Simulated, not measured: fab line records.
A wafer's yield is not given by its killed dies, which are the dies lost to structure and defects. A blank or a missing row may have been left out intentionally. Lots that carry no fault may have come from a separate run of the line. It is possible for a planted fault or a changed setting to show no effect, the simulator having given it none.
One fault seen from 2 desks    flow nand-harc    only its own numbers are on each desk; what lay behind them is given at the end

## DESK OF THE TOOL OWNER: rie-diel-08
The tool's own readings at NHARC_THIN_TSV_ETCHBACK_48 (etches the open film in C4F8/Ar, target depth 1028.5 nm, time 405.17 s): means of the sampled wafers that have a number, for each lot that ran on this tool. Any lot whose mean is over 4 standard deviations away from the usual mean is out of limits and marked OUT; that distance is given in the brackets.
Columns: A = oes-product-au at NHARC_THIN_TSV_ETCHBACK_48, usual 0.934 a.u.; B = rf-vpp-V at NHARC_THIN_TSV_ETCHBACK_48, usual 547.1 V
lot   first seen here  A      B
L795  day 19 04:50     0.921  548.5
L794  day 19 06:05     0.919  546.4
L796  day 19 07:19     0.919  546.3
L797  day 19 14:11     0.931  548.2
L808  day 21 15:34     0.972  548.7
L811  day 23 07:02     0.931  545.7
This desk's finding: nothing out of limits on any of the 6 lots.

## METROLOGY DESK
Means of the sampled wafers that have a number, per lot and without regard to the tool the lot ran on: this is what the gauges read. Any lot whose mean is over 4 standard deviations away from the usual mean is out of limits and marked OUT; that distance is given in the brackets.
Columns: A = overlay-x-nm at NHARC_A_M1_OVL_MEAS_10, usual 0.1 nm; B = overlay-y-nm at NHARC_A_M1_OVL_MEAS_10, usual 0.1 nm
lot   first seen here  A     B
L795  day 17 23:59     -1.0  -0.0
L794  day 18 00:58     -0.5  0.3
L796  day 18 01:56     -0.5  -1.5
L799  day 18 07:08     -0.0  1.1
L797  day 18 16:43     -0.8  0.9
L800  day 19 01:22     -0.4  0.6
L805  day 20 13:37     0.1   1.1
L808  day 20 14:02     0.3   -0.4
L807  day 20 14:31     0.1   0.0
L806  day 20 21:50     -0.5  0.6
L811  day 22 05:07     0.6   -0.1
This desk's finding: nothing out of limits on any of the 11 lots.

## ALL TOGETHER
The desk of the tool owner found nothing out of limits.
Nothing out of limits was seen by the metrology desk.

## WHAT WAS PUT IN BY THE SIMULATOR
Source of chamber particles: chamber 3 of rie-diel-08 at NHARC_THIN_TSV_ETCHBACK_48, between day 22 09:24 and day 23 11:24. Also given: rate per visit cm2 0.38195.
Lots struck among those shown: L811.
